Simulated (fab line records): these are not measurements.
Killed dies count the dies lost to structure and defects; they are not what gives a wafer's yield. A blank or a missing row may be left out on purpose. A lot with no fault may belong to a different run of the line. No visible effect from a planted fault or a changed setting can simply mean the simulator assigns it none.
A struck lot beside a sound one | flow nand-harc | 43 out of 1159 route steps
Sound: wafers L677.1, L677.4, L677.5. Wafers struck: L679.2, L679.3, L679.5. The cause is given at the end.
Order at every step that has rows: each side's tool, ch and its chambers, its first start. Under that, the readings that differ: sound wafers | struck wafers | difference of the means | sigmas: that difference in standard deviations of wafers without a fault.
alike: readings whose means differ by less than 2 such deviations, and words and numbers that are the same on both sides. not compared: withheld readings, readings that some wafer has no value for, bounds like >300 that may hide the same value, and numbers for which the record gives no deviation and whose values overlap.
A row with sigmas, a row that says differs or no value, or rows on one side alone: a step with any of these is where the two part. Numbers that have no deviation but don't overlap get no sigmas and don't part them. A reading missing from all wafers of one side parts the sides only when that side holds two or more wafers.

NHARC_P_STI_OCD_MEAS_43:
  sound on ocd-01, day 4 08:59; struck on ocd-02, day 4 21:13
  alike: trench-depth-nm, trench-foot-cd-nm
then, 3 steps without rows for these wafers: NHARC_P_STI_OXIDE_33 (material SiO2, target thk 10 nm, ox time 281 s); NHARC_P_STI_HDPCVD_20 (deposits SiO2); NHARC_P_STI_ANNEAL_34 (time 1800 s).
NHARC_P_STI_CMP_21: polishes, t overpolish 20 s, target thk 380.67 nm.
  sound on cmp-03 ch 1,3, day 5 02:40; struck on cmp-03 ch 0,3, day 5 15:59
  alike: motor-current-A, overpolish-run-s
then, 6 steps without rows for these wafers: NHARC_P_STI_SRD_35; NHARC_P_STI_ETCH_36 (etches SiO2 in dHF, target depth 38.8 nm); NHARC_P_STI_STRIP_24 (strips Si3N4 in H3PO4); NHARC_P_STI_ETCH_37 (etches SiO2 in dHF, target depth 11 nm); NHARC_P_STI_PRECLEAN_38 (cleans in SC1); NHARC_P_STI_SRD_39.
NHARC_P_STI_OXIDE_40: material SiO2, target thk 10 nm, ox time 1362 s.
  sound on furnace-04 ch 0, day 5 06:59; struck on furnace-04 ch 0, day 5 20:20
  alike: spike-tc-upper-C, zone-power-upper-pct
NHARC_P_STI_INSPECT_25:
  sound on defect-inspect-02, day 5 11:05; struck on defect-inspect-01, day 6 00:23
  reading          | sound       | struck         | difference | sigmas
  raw-defect-count | 245 158 262 | 1563 1467 1671 | +1345      | +16
then, 12 steps without rows for these wafers: NHARC_P_GATE_ETCH_69 (etches SiO2 in dHF, target depth 14 nm); NHARC_P_GATE_PRECLEAN_70 (cleans in SC1); NHARC_P_GATE_SRD_01; NHARC_P_GATE_OXIDE_02 (material SiO2, target thk 37.5 nm, ox time 365 s); NHARC_P_GATE_DEHYDRATE_03 (time 120 s); NHARC_P_GATE_HMDS_04 (time 30 s); NHARC_P_GATE_COAT_05; NHARC_P_GATE_SOFTBAKE_06 (time 95 s); NHARC_P_GATE_EBR_07; NHARC_P_GATE_EXPOSE_08 (exposes mask P HV); NHARC_P_GATE_PEB_09 (peb time 85 s); NHARC_P_GATE_DEVELOP_10 (time 70 s).
NHARC_P_GATE_CD_MEAS_11: target cd 1640 nm.
  sound on cd-sem-02 ch 0, day 5 19:05; struck on cd-sem-02 ch 0, day 6 08:45
  alike: cd-nm
then, 1 step without rows for these wafers: NHARC_P_GATE_HARDBAKE_12 (time 80 s).
NHARC_P_GATE_DESCUM_13: chemistry O2, time 3 s.
  sound on rie-diel-07 ch 0,1, day 5 19:16; struck on rie-diel-07 ch 0,2, day 6 08:55
  alike: drypump-motor-current-A, oes-product-au, rf-vpp-V, showerhead-plenum-p-Torr, throttle-valve-pct
  not compared: rf-hours-counter-h
then, 6 steps without rows for these wafers: NHARC_P_GATE_ETCH_14 (etches SiO2 in dHF, target depth 48.8 nm); NHARC_P_GATE_STRIP_15 (strips in SPM, time 780 s); NHARC_P_GATE_PRECLEAN_71 (cleans in SC1); NHARC_P_GATE_SRD_72; NHARC_P_GATE_OXIDE_16 (material SiO2, target thk 3 nm, ox time 392 s); NHARC_P_GATE_CVD_17 (deposits poly-Si, target thk 150 nm, time 900 s).
NHARC_P_GATE_HM_DEP_102: deposits aC, target thk 120 nm.
  sound on acl-dep-01 ch 0, day 6 10:25; struck on acl-dep-03 ch 0, day 6 20:56
  alike: throttle-valve-pct
NHARC_P_GATE_DEP_103: deposits SiON, target thk 30 nm.
  sound on pecvd-02 ch 1,2, day 6 11:06; struck on pecvd-03 ch 0,1, day 6 21:30
  alike: heater-power-w, rf-fwd-power-W
then, 5 steps without rows for these wafers: NHARC_P_GATE_DEHYDRATE_18 (time 120 s); NHARC_P_GATE_HMDS_19 (time 30 s); NHARC_P_GATE_COAT_20 (resist thk 90 nm); NHARC_P_GATE_SOFTBAKE_21 (time 55 s); NHARC_P_GATE_EBR_22.
NHARC_P_GATE_INSPECT_28:
  sound on defect-inspect-02, day 6 11:47; struck on defect-inspect-02, day 6 22:09
  reading          | sound  | struck         | difference | sigmas
  raw-defect-count | 14 9 3 | 1082 1054 1085 | +1065      | +99 or more
-- jump in the record: it breaks off in module P_GATE and resumes in module END (first step shown: number 1159 of the route), and 15 days separate the struck wafers' starts before and after --
NHARC_END_SORT_01:
  here the record holds rows for the struck wafers (prober-01 ch 0, day 21 10:50) but none for the sound ones

## WHERE THEY PART
Last at NHARC_END_SORT_01 as far as this record goes, first at NHARC_P_STI_INSPECT_25.

WHY: what the simulator had put in
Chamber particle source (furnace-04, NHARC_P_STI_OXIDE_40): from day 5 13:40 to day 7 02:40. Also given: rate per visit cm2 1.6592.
